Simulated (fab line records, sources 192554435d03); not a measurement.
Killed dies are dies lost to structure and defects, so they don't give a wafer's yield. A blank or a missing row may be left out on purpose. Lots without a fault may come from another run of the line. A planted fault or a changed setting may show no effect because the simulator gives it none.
Chamber matching | flow n5_finfet | N5_HKMG_FIN_CMP_94 on cmp-03: 4 sister chambers
The step polishes, stops on SiNx, t overpolish 4.7 s, target thk 43.299 nm. 7 wafers are shown with their chamber, then 7 later ones without.

WAFERS WITH THEIR CHAMBER
wafer  | chamber | motor_current_A (A) | pad_life_wafers
L077.3 | 3       | 11.3                | 1915
L086.2 | 0       | 12.5                | 237
L089.3 | 1       | 15.9                | 333
L090.2 | 2       | 10.9                | 386
L093.3 | 3       | 11.1                | 480
L093.4 | 2       | 10.9                | 483
L094.2 | 1       | 15.5                | 530

WAFERS WITHOUT THEIR CHAMBER
wafer  | motor_current_A (A) | pad_life_wafers
L094.3 | 13.0                | 529
L095.4 | 11.4                | 600
L096.2 | 15.1                | 638
L096.3 | 11.8                | 639
L097.1 | 12.0                | 690
L097.3 | 11.3                | 693
L097.4 | 10.9                | 692

WHICH CHAMBER EACH WENT THROUGH
wafer  | from the rows above          | in truth
L094.3 | 0                            | 0
L095.4 | can't be placed: 3 or 2      | 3
L096.2 | 1                            | 1
L096.3 | can't be placed: 3 or 0 or 2 | 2
L097.1 | can't be placed: 0 or 3      | 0
L097.3 | can't be placed: 3 or 2      | 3
L097.4 | can't be placed: 2 or 3      | 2
Placed correctly: 2 of 7. Can't be placed from these rows: 5 (the true chamber is among the candidates in 5). Placed wrongly: 0.
How it was worked out, from the rows above alone: a wafer's distance from a chamber is the root of the sum, over the readings, of the square of ((its reading less the chamber's mean) divided by the reading's scatter). The wafer belongs to the nearest chamber; if the next one is less than 2 further off, it can't be placed. A chamber's mean is the mean of its shown wafers. The scatter: the root of (the sum of the squares of (reading less its chamber's mean) over the shown wafers, divided by (wafers less chambers)).
